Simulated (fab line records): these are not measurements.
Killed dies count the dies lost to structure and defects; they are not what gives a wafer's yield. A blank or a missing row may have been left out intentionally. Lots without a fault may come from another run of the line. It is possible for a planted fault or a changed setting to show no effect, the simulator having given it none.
A lot that was struck, set against a sound lot / flow nand_harc / 23 steps out of a route of 1302
Sound: wafers L556.4, L556.5, L556.6. The struck wafers were L565.1, L565.3, L565.4. Last of all comes the cause.
Each step with rows lists, per side, the tool, then ch with its chambers, then its first start. Under that, the readings that differ: sound wafers / struck wafers / difference of the means / sigmas: that difference in standard deviations of wafers without a fault.
alike: a reading whose means differ by less than 2 such deviations, as well as words and numbers matching on both sides. not compared: withheld readings; readings where some wafer has no value; bounds like >300 that might hide an equal value; numbers whose values overlap and for which the record gives no deviation.
Wherever a step has rows on one side only, a row that says differs or no value, or a row with sigmas, the two part there. Non-overlapping numbers with no deviation appear without sigmas and do not part them. A reading that every wafer of one side lacks parts them only if that side has two wafers or more.

NHARC_P_CONTACT_CVD_23: deposits W, target thk 200 nm, time 557 s.
  sound: cvd_w-02 ch 0; struck: cvd_w-02 ch 0,1
  alike: heater_power_outer_w, heater_power_w, throttle_valve_pct
NHARC_P_CONTACT_CMP_24: polishes, t overpolish 30 s, target thk 200 nm.
  sound on cmp-03 ch 0,1,2, day 6 20:46; struck on cmp-04 ch 0,2,3, day 10 13:06
  alike: motor_current_A, overpolish_run_s, time_to_endpoint_s
next, for these wafers, 1 step has no rows: NHARC_P_CONTACT_SRD_26.
NHARC_P_CONTACT_INSPECT_27:
  struck on defect_inspect-02, day 10 13:28; sound on defect_inspect-02, day 6 21:07
  alike: raw_defect_count
then, 7 steps without rows for these wafers: NHARC_P_M0_DEP_00 (deposits SiOC, target thk 150 nm); NHARC_P_M0_DEHYDRATE_01 (time 120 s); NHARC_P_M0_HMDS_02 (time 30 s); NHARC_P_M0_COAT_33 (time 65 s); NHARC_P_M0_COAT_03 (resist thk 90 nm); NHARC_P_M0_SOFTBAKE_04 (time 55 s); NHARC_P_M0_EBR_05.
NHARC_P_M0_EXPOSE_06: exposes mask P M0, target cd 90 nm.
  sound on arfi_scanner-01 ch 0, day 6 21:53; struck on arfi_scanner-03 ch 0, day 10 14:07
reading=exposure_dose_mJ_cm2; sound=81.33 81.27 81.25; struck=76.05 76.03 75.91; difference=-5.29; sigmas=-62
  alike: mask
then, 2 steps without rows for these wafers: NHARC_P_M0_PEB_07 (peb time 65 s); NHARC_P_M0_DEVELOP_08 (develop time 35 s).
NHARC_P_M0_CD_MEAS_09: target cd 90 nm.
  sound on cd_sem-02 ch 0, day 6 22:01; struck on cd_sem-03 ch 0
reading=cd_nm (nm); sound=89.1 88.7 90.3; struck=86.5 85.6 87.2; difference=-2.9; sigmas=-4
  not compared: hold
NHARC_P_M0_OVL_MEAS_10: pitch 180 nm.
  struck on overlay-01, day 10 15:56; sound on overlay-01, day 6 22:07
reading=hold; sound=- - -; struck=await_dispo/1.4h/release await_dispo/1.4h/release await_dispo/1.4h/release; difference=no value on the sound wafers; sigmas=
  alike: overlay_x_nm, overlay_y_nm
NHARC_P_M0_INSPECT_11:
  struck on defect_inspect-01, day 10 15:58; sound on defect_inspect-02, day 6 22:08
  alike: raw_defect_count
NHARC_P_M0_DESCUM_14: chemistry O2, time 3 s.
  sound on rie_diel-11 ch 0,2,3, day 6 22:14; struck on rie_diel-11 ch 1,3, day 10 16:06
reading=model.P_M0.cd_nm (nm); sound=88.77 88.42 90; struck=86 85.05 86.85; difference=-3; sigmas=
  alike: drypump_motor_current_A, oes_product_au, rf_vpp_V, showerhead_plenum_p_Torr, throttle_valve_pct
  not compared: rf_hours_counter_h
NHARC_P_M0_ETCH_34: etches the open film in N2/H2, target depth 40 nm, overetch 12 nm, time 43.94 s.
  sound on rie_diel-11 ch 0,1,3, day 6 22:19; struck on rie_diel-11 ch 1,2,3, day 10 16:16
  alike: drypump_motor_current_A, oes_product_au, rf_vpp_V, showerhead_plenum_p_Torr, throttle_valve_pct
  not compared: rf_hours_counter_h
NHARC_P_M0_ETCH_15: etches the open film in C4F8/Ar, target depth 150 nm, overetch 15 nm, time 82.5 s.
  sound: rie_diel-11 ch 1,2,3; struck: rie_diel-11 ch 1,2,3
reading=model.P_M0.cd_nm (nm); sound=87.77 87.82 90.17; struck=85.78 85.7 85.94; difference=-2.78; sigmas=
  alike: oes_product_au, rf_vpp_V
  not compared: rf_hours_counter_h
NHARC_P_M0_CD_MEAS_16:
  struck on cd_sem-03, day 10 16:56; sound on cd_sem-01, day 6 22:34
reading=cd_nm (nm); sound=87.6 88.1 90.3; struck=85.9 85.6 85.8; difference=-2.9; sigmas=-3
  not compared: hold
NHARC_P_M0_STRIP_18: strips in N2/H2.
  sound on rie_diel-11 ch 1,2,3, day 6 22:43; struck on rie_diel-09 ch 0,1,2, day 10 17:01
reading=showerhead_plenum_p_Torr (Torr); sound=2.10 2.11 2.17; struck=2.01 2.03 1.93; difference=-0.14; sigmas=-2
  alike: drypump_motor_current_A, oes_product_au, rf_vpp_V, throttle_valve_pct
  not compared: hold, rf_hours_counter_h
-- jump in the record: it breaks off in module P_M0 and resumes in module END (first step shown: number 1302 of the route), and 19 days separate the struck wafers' starts before and after --
NHARC_END_SORT_01:
  sound on prober-02 ch 0, day 25 01:55; struck on prober-02 ch 0, day 29 18:00
  alike: defect_limited_yield, killed_at_array, killed_at_other, killed_at_periphery, killed_dies, killed_open, killed_short

## WHERE THEY PART
At NHARC_P_M0_EXPOSE_06 first; at NHARC_P_M0_STRIP_18 last (within this record only). Later steps at which nothing parts them and some readings are alike: NHARC_END_SORT_01.

WHY: what had been put in by the simulator
Process parameters drifting: arfi_scanner-03 at NHARC_P_M0_EXPOSE_06, beginning at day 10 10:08. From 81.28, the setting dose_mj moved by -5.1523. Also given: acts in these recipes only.
